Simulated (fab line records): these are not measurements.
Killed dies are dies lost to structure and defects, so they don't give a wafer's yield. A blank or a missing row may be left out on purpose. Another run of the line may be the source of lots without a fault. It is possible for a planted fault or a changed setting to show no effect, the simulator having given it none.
Split-lot trial -- flow n5-finfet -- 21 wafers read across 7 lots, on a route 1938 steps long

THE SPLIT
At N5_BEOL_M7_PECVD_70 (deposits SiO2 from TEOS/O2, target thk 20 nm, time 22.7 s), the setting temp-c was moved away from the recipe's 400 C on 9 of the 21 wafers read, by -3.6% to +4.3%. For the rest of the wafers, this setting stayed at what the recipe calls for.

FROM THE SPLIT TO THE READING: what the file shows between them, 7 steps
- N5_BEOL_M7_COAT_05: resist thk 90 nm (also split here: spin-rpm)
- N5_BEOL_M7_EBR_07
- N5_BEOL_M7_SOFTBAKE_06: time 60 s
- N5_BEOL_M7_EXPOSE_08: exposes mask M7
- N5_BEOL_M7_PEB_09: peb time 60 s
- N5_BEOL_M7_DEVELOP_10: develop time 30 s
- N5_BEOL_M7_STRIP_80: strips in N2/H2, time 10 s

THE READING
SiO2_of_BEOL_M7_PECVD_70.thk-nm (the simulator's own value, which no gauge read), in nm, at N5_BEOL_M7_HM_STRIP_39 (strips TiN in peroxide tin strip, target depth 25 nm, time 158 s). The file does not state a usual value for it. Across the 12 wafers here that went through the recipe, the average is 19.8 nm and the standard deviation 0.25 nm.

wafer,"tool, chamber at the split","temp-c as run, C",against the recipe,"SiO2_of_BEOL_M7_PECVD_70.thk-nm, nm",against lot-mates on the recipe
L077.1,"pecvd-04, 2",415.1,+3.8%,18,-1.8
L077.3,"pecvd-04, 1",400,recipe,19.8,-
L077.5,"pecvd-04, 1",415.1,+3.8%,18.4,-1.4
L074.1,"pecvd-02, 1",385.5,-3.6%,22,no lot-mate on the recipe
L074.4,"pecvd-02, 2",385.5,-3.6%,22,no lot-mate on the recipe
L074.6,"pecvd-02, 1",385.5,-3.6%,22.2,no lot-mate on the recipe
L079.1,"pecvd-01, 0",400,recipe,19.6,-
L079.3,"pecvd-01, 1",400,recipe,19.4,-
L079.4,"pecvd-01, 0",400,recipe,19.8,-
L081.1,"pecvd-01, 1",400,recipe,19.4,-
L081.3,"pecvd-01, 2",400,recipe,20,-
L081.6,"pecvd-01, 0",400,recipe,20.2,-
L087.1,"pecvd-04, 0",417.2,+4.3%,17.6,-2.2
L087.2,"pecvd-04, 1",417.2,+4.3%,17.6,-2.2
L087.3,"pecvd-04, 2",400,recipe,19.8,-
L088.2,"pecvd-01, 2",400,recipe,19.4,-
L088.3,"pecvd-01, 0",400,recipe,19.8,-
L088.6,"pecvd-01, 1",400,recipe,19.8,-
L092.1,"pecvd-02, 0",407.8,+2.0%,18.6,-1.4
L092.5,"pecvd-02, 0",407.8,+2.0%,18.6,-1.4
L092.6,"pecvd-02, 2",400,recipe,20,-

THE FIT
A straight line over all 21 wafers: SiO2_of_BEOL_M7_PECVD_70.thk-nm changes by -0.541 nm for each +1% of temp-c; r = -0.98; the points scatter about the line by 0.29 nm.
The same after taking each lot's own level away (the mean of its wafers on the recipe; 18 wafers): -0.49 nm for each +1%; r = -0.96; scatter 0.27 nm.
Per that fit: largest temp-c move, reading shift of 2.1 nm.
Across the lots, their own levels run from 19.60 to 20.00 nm, a range of 1.6 times the standard deviation given above.
In other words, the slope is changed by the lot-to-lot level; the two fits disagree.
Check: for one of the wafers moved furthest among these (+4.3%), held out of the fit, the line's prediction against its lot-mates is -2.12 nm. It came out at -2.2 nm against them.

ADDITIONAL SPLITS CARRIED BY THESE WAFERS
Note: prior to the reading, these wafers also went through further splits. Each is held against what the fit with the lots' levels taken away leaves over:
other split on the same wafers,wafers away from the commonest value,r with SiO2_of_BEOL_M7_PECVD_70.thk-nm (lot level and that fit taken away)
N5_BEOL_M4_COAT_73 spin-rpm,6,+0.04
N5_BEOL_M5_HM_DEP_02 target-thk-a,3,-0.27
N5_BEOL_M5_COAT_71 spin-rpm,6,+0.32
N5_BEOL_M5_ETCH_41 source-w,9,-0.03
N5_BEOL_M6_COAT_05 spin-rpm,7,+0.48
N5_BEOL_M6_ETCH_62 bias-w,7,-0.18
N5_BEOL_M7_COAT_05 spin-rpm,8,-0.42

THE WHOLE CHAIN: every reading that the file lists as answering this split, in the file's order
step,what it does,reading,change (the file's fit),r (the file's)
N5_BEOL_M7_PECVD_70,"deposits SiO2 from TEOS/O2, target thk 20 nm, time 22.7 s","SiO2_of_BEOL_M7_PECVD_70.thk-nm (the simulator's own value, which no gauge read)",-0.516 nm for each +1% of the setting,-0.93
N5_BEOL_M7_HM_STRIP_39,"strips TiN in peroxide tin strip, target depth 25 nm, time 158 s","SiO2_of_BEOL_M7_PECVD_70.thk-nm (the simulator's own value, which no gauge read)",-0.499 nm for each +1% of the setting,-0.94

FILE'S OWN FIT
SiO2_of_BEOL_M7_PECVD_70.thk-nm changes by -0.499 nm for each +1% of temp-c, r = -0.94.
